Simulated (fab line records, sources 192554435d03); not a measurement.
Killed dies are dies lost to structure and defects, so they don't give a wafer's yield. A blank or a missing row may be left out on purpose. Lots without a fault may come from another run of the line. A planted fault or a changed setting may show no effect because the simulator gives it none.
Split-lot experiment | flow n5_finfet | 7 lots, 39 wafers read, on a route of 1938 steps

THE SPLIT
At N5_BEOL_M10_ETCH_62 (etches SOC in N2/H2, target depth 110 nm, overetch 22 nm, time 165 s), the setting time_s was moved away from the recipe's 165 s on 15 of the 39 wafers read, by -58.8% to +29.1%. The other wafers ran this setting at the recipe's value.

The reading is taken at the split's own step.

THE READING
SiARC_of_BEOL_M10_COAT_60.thk_nm (the simulator's own value, which no gauge read), in nm, at N5_BEOL_M10_ETCH_62 (etches SOC in N2/H2, target depth 110 nm, overetch 22 nm, time 165 s). The file gives no usual value for it. The 24 wafers here that ran the recipe average 23.6 nm, standard deviation 0.11 nm.

wafer  | tool, chamber at the split | time_s as run, s | against the recipe | SiARC_of_BEOL_M10_COAT_60.thk_nm, nm | against lot-mates on the recipe
L081.1 | rie_diel-02, 3             | 193.2            | +17.1%             | 22.4                                 | -1.1
L081.2 | rie_diel-02, 2             | 165              | recipe             | 23.6                                 | -
L081.3 | rie_diel-02, 0             | 193.2            | +17.1%             | 22.6                                 | -0.9
L081.4 | rie_diel-02, 1             | 165              | recipe             | 23.6                                 | -
L081.5 | rie_diel-02, 3             | 165              | recipe             | 23.4                                 | -
L081.6 | rie_diel-02, 2             | 193.2            | +17.1%             | 22.6                                 | -0.9
L082.1 | rie_diel-04, 2             | 165              | recipe             | 23.4                                 | -
L082.2 | rie_diel-04, 3             | 165              | recipe             | 23.4                                 | -
L082.3 | rie_diel-04, 0             | 68.06            | -58.8%             | 27.2                                 | +3.8
L082.4 | rie_diel-04, 3             | 165              | recipe             | 23.4                                 | -
L082.5 | rie_diel-04, 2             | 68.06            | -58.8%             | 27.2                                 | +3.8
L082.6 | rie_diel-04, 0             | 68.06            | -58.8%             | 27.2                                 | +3.8
L083.1 | rie_diel-01, 2,0           | 165              | recipe             | 23.8                                 | -
L083.4 | rie_diel-01, 2,0           | 165              | recipe             | 23.8                                 | -
L083.2 | rie_diel-01, 1             | 165              | recipe             | 23.4                                 | -
L083.3 | rie_diel-01, 3             | 165              | recipe             | 23.6                                 | -
L083.5 | rie_diel-01, 2             | 165              | recipe             | 23.6                                 | -
L083.6 | rie_diel-01, 3             | 165              | recipe             | 23.6                                 | -
L084.1 | rie_diel-04, 0             | 136.3            | -17.4%             | 24.8                                 | +1.1
L084.2 | rie_diel-04, 2             | 136.3            | -17.4%             | 24.8                                 | +1.1
L084.5 | rie_diel-04, 2             | 136.3            | -17.4%             | 24.8                                 | +1.1
L084.3 | rie_diel-04, 1             | 165              | recipe             | 23.8                                 | -
L084.4 | rie_diel-04, 3             | 165              | recipe             | 23.6                                 | -
L084.6 | rie_diel-04, 1             | 165              | recipe             | 23.6                                 | -
L079.1 | rie_diel-04, 2             | 165              | recipe             | 23.6                                 | -
L079.2 | rie_diel-04, 3             | 213              | +29.1%             | 21.6                                 | -2.0
L079.3 | rie_diel-04, 0             | 213              | +29.1%             | 21.8                                 | -1.8
L079.4 | rie_diel-04, 1             | 165              | recipe             | 23.6                                 | -
L079.5 | rie_diel-04, 1             | 165              | recipe             | 23.6                                 | -
L079.6 | rie_diel-04, 2             | 213              | +29.1%             | 21.8                                 | -1.8
L086.1 | rie_diel-01, 0             | 165              | recipe             | 23.6                                 | -
L086.5 | rie_diel-01, 0             | 165              | recipe             | 23.6                                 | -
L086.6 | rie_diel-01, 1             | 165              | recipe             | 23.6                                 | -
L093.1 | rie_diel-04, 2             | 95.46            | -42.1%             | 26.2                                 | +2.6
L093.2 | rie_diel-04, 1             | 165              | recipe             | 23.6                                 | -
L093.3 | rie_diel-04, 0             | 95.46            | -42.1%             | 26.2                                 | +2.6
L093.4 | rie_diel-04, 3             | 165              | recipe             | 23.6                                 | -
L093.5 | rie_diel-04, 1             | 165              | recipe             | 23.6                                 | -
L093.6 | rie_diel-04, 0             | 95.46            | -42.1%             | 26.2                                 | +2.6
Where a row lists several chambers, the file gives one row for several wafers and doesn't say which wafer went through which chamber.

THE FIT
A straight line over all 39 wafers: SiARC_of_BEOL_M10_COAT_60.thk_nm changes by -0.0623 nm for each +1% of time_s; r = -1.00; the points scatter about the line by 0.11 nm.
The same after taking each lot's own level away (the mean of its wafers on the recipe; 39 wafers): -0.0635 nm for each +1%; r = -1.00; scatter 0.086 nm.
On that fit, the largest move of time_s shifts the reading by 3.7 nm.
The lots' own levels span 23.40 to 23.67 nm, that is 2.3 times the standard deviation above.
So the lot-to-lot level changes the slope little: the two slopes agree.
Check: with one of the wafers moved furthest among these (-58.8%) left out of the fit, the line predicts +3.72 nm for it against its lot-mates. It came out at +3.8 nm against them.

THE WHOLE CHAIN: every reading that the file lists as answering this split, in the file's order
step                   | what it does                                                         | reading                                                                           | change (the file's fit)                                                           | r (the file's)
N5_BEOL_M10_ETCH_62    | etches SOC in N2/H2, target depth 110 nm, overetch 22 nm, time 165 s | etch.depth_nm (the simulator's own value, which no gauge read)                    | +0.551 nm for each +1% of the setting                                             | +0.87
N5_BEOL_M10_ETCH_62    | etches SOC in N2/H2, target depth 110 nm, overetch 22 nm, time 165 s | SiARC_of_BEOL_M10_COAT_60.thk_nm (the simulator's own value, which no gauge read) | -0.0636 nm for each +1% of the setting                                            | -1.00
N5_BEOL_M10_HM_OPEN_17 | chemistry Cl2/BCl3, target TiN, target depth 20 nm, overetch 6 nm    | oes_product_au                                                                    | not straight: 0.28 at the lowest setting, 0.66 at the recipe, 0.55 at the highest | not given
N5_BEOL_M10_HM_OPEN_17 | chemistry Cl2/BCl3, target TiN, target depth 20 nm, overetch 6 nm    | etch.depth_nm (the simulator's own value, which no gauge read)                    | not straight: 20.16 at the lowest setting, 20 at the recipe, 15.1 at the highest  | not given

THE FILE'S OWN FIT
SiARC_of_BEOL_M10_COAT_60.thk_nm changes by -0.0636 nm for each +1% of time_s, r = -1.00.
